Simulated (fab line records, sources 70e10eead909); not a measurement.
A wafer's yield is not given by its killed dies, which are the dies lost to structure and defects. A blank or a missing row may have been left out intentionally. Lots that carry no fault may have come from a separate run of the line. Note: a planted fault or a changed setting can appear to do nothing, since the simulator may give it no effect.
Comparing a struck lot with a sound one	flow nandHarc	13 out of 1159 route steps
Sound: wafers L386.2, L386.4, L386.5. Struck: wafer L390.4 (left out: L390.3, L390.6 of the same lot, which were not struck); the cause appears at the end.
Order at every step that has rows: each side's tool, ch and its chambers, its first start. Under that, the readings that differ: sound wafers	struck wafers	difference of the means	sigmas: that difference in standard deviations of wafers without a fault.
alike: a reading whose means differ by less than 2 such deviations, as well as words and numbers matching on both sides. not compared: withheld readings; readings where some wafer has no value; bounds like >300 that might hide an equal value; numbers whose values overlap and for which the record gives no deviation.
Wherever a step has rows on one side only, a row that says differs or no value, or a row with sigmas, the two part there. Numbers that have no deviation but don't overlap get no sigmas and don't part them. A reading missing from all wafers of one side parts the sides only when that side holds two or more wafers.

first, 10 steps without rows for these wafers: NHARC_A_STAIRCASE_SRD_174; NHARC_A_STAIRCASE_DEHYDRATE_01 (time 120 s); NHARC_A_STAIRCASE_HMDS_02 (time 30 s); NHARC_A_STAIRCASE_COAT_03; NHARC_A_STAIRCASE_SOFTBAKE_04 (time 170 s); NHARC_A_STAIRCASE_EBR_05; NHARC_A_STAIRCASE_EXPOSE_06 (exposes mask STAIR); NHARC_A_STAIRCASE_PEB_07 (peb time 130 s); NHARC_A_STAIRCASE_DEVELOP_08 (time 140 s); NHARC_A_STAIRCASE_HARDBAKE_10 (time 140 s).
NHARC_A_STAIRCASE_DESCUM_11: chemistry O2, time 3 s.
  sound on rieDiel-12 ch 2,3, day 11 19:40; struck on rieDiel-12 ch 2, day 13 07:15
  alike: chamberPressureMTorr, drypumpMotorCurrentA, oesProductAu, rfVppV, showerheadPlenumPTorr, throttleValvePct
  not compared: rfHoursCounterH
NHARC_A_STAIRCASE_TRIM_12: chemistry O2, time 211.2 s.
  sound on rieDiel-12 ch 0,1,3, day 11 19:49; struck on rieDiel-12 ch 3, day 13 07:25
reading	sound	struck	difference	sigmas
runLengthS (s)	232.2 232.4 232.5	153.8	-78.6	-99 or more
  alike: chamberPressureMTorr, drypumpMotorCurrentA, oesProductAu, rfVppV, showerheadPlenumPTorr, throttleValvePct
  not compared: rfHoursCounterH
NHARC_A_STAIRCASE_ETCH_13: etches the open film in C4F8/O2, target depth 100 nm, time 40.5 s.
  sound: rieDiel-12 ch 0,3; struck: rieDiel-12 ch 3
  alike: chamberPressureMTorr, oesProductAu, rfVppV
  not compared: rfHoursCounterH

WHERE THEY PART
NHARC_A_STAIRCASE_TRIM_12 only, going by this record. Later steps at which nothing parts them and some readings are alike: NHARC_A_STAIRCASE_ETCH_13.

WHY: whatever the simulator had introduced
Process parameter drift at NHARC_A_STAIRCASE_TRIM_12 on rieDiel-12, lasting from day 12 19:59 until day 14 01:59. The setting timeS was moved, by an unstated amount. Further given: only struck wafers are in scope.
